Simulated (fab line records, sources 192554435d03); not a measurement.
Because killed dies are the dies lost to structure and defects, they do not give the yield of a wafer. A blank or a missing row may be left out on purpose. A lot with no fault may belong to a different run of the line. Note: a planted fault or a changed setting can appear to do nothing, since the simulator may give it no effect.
Chamber matching :: flow n5Finfet :: N5_BEOL_M9_STRIP_67 on rieDiel-06: 4 sister chambers
The step strips in CF4. 8 wafers are shown with their chamber, then 7 later ones without.

== WAFERS PAIRED WITH THEIR CHAMBERS ==
wafer: L079.2
chamber: 0
drypumpMotorCurrentA (A): 5.93
showerheadPlenumPTorr (Torr): 1.86

wafer: L085.5
chamber: 2
drypumpMotorCurrentA (A): 5.99
showerheadPlenumPTorr (Torr): 1.72

wafer: L085.6
chamber: 1
drypumpMotorCurrentA (A): 6.22
showerheadPlenumPTorr (Torr): 1.71

wafer: L089.1
chamber: 2
drypumpMotorCurrentA (A): 6.02
showerheadPlenumPTorr (Torr): 1.72

wafer: L089.3
chamber: 3
drypumpMotorCurrentA (A): 5.40
showerheadPlenumPTorr (Torr): 1.90

wafer: L089.5
chamber: 0
drypumpMotorCurrentA (A): 5.89
showerheadPlenumPTorr (Torr): 1.85

wafer: L090.1
chamber: 3
drypumpMotorCurrentA (A): 5.41
showerheadPlenumPTorr (Torr): 1.89

wafer: L090.2
chamber: 1
drypumpMotorCurrentA (A): 6.21
showerheadPlenumPTorr (Torr): 1.92

== WAFERS WITHOUT THEIR CHAMBER ==
wafer: L090.4
drypumpMotorCurrentA (A): 6.00
showerheadPlenumPTorr (Torr): 1.72

wafer: L094.1
drypumpMotorCurrentA (A): 5.90
showerheadPlenumPTorr (Torr): 1.85

wafer: L094.2
drypumpMotorCurrentA (A): 6.00
showerheadPlenumPTorr (Torr): 1.72

wafer: L094.5
drypumpMotorCurrentA (A): 5.38
showerheadPlenumPTorr (Torr): 1.89

wafer: L096.3
drypumpMotorCurrentA (A): 5.99
showerheadPlenumPTorr (Torr): 1.72

wafer: L096.5
drypumpMotorCurrentA (A): 5.42
showerheadPlenumPTorr (Torr): 1.89

wafer: L096.6
drypumpMotorCurrentA (A): 5.86
showerheadPlenumPTorr (Torr): 1.85

== WHICH CHAMBER EACH WENT THROUGH ==
wafer: L090.4
from the rows above: 2
in truth: 2

wafer: L094.1
from the rows above: 0
in truth: 0

wafer: L094.2
from the rows above: 2
in truth: 2

wafer: L094.5
from the rows above: 3
in truth: 3

wafer: L096.3
from the rows above: 2
in truth: 2

wafer: L096.5
from the rows above: 3
in truth: 3

wafer: L096.6
from the rows above: 0
in truth: 0
Correct placement for 7 of the 7. Not placeable from these rows: 0. 0 placed wrongly.
How it was worked out, from the rows above alone: a wafer's distance from a chamber is the root of the sum, over the readings, of the square of ((its reading less the chamber's mean) divided by the reading's scatter). If the next closest chamber is less than 2 further off than the closest, the wafer can't be placed; otherwise it belongs to the closest. Each chamber's mean is taken over the wafers shown for it. The scatter: take each reading less its chamber's mean, square it, sum over the shown wafers, divide by the number of wafers less the number of chambers, and take the root.
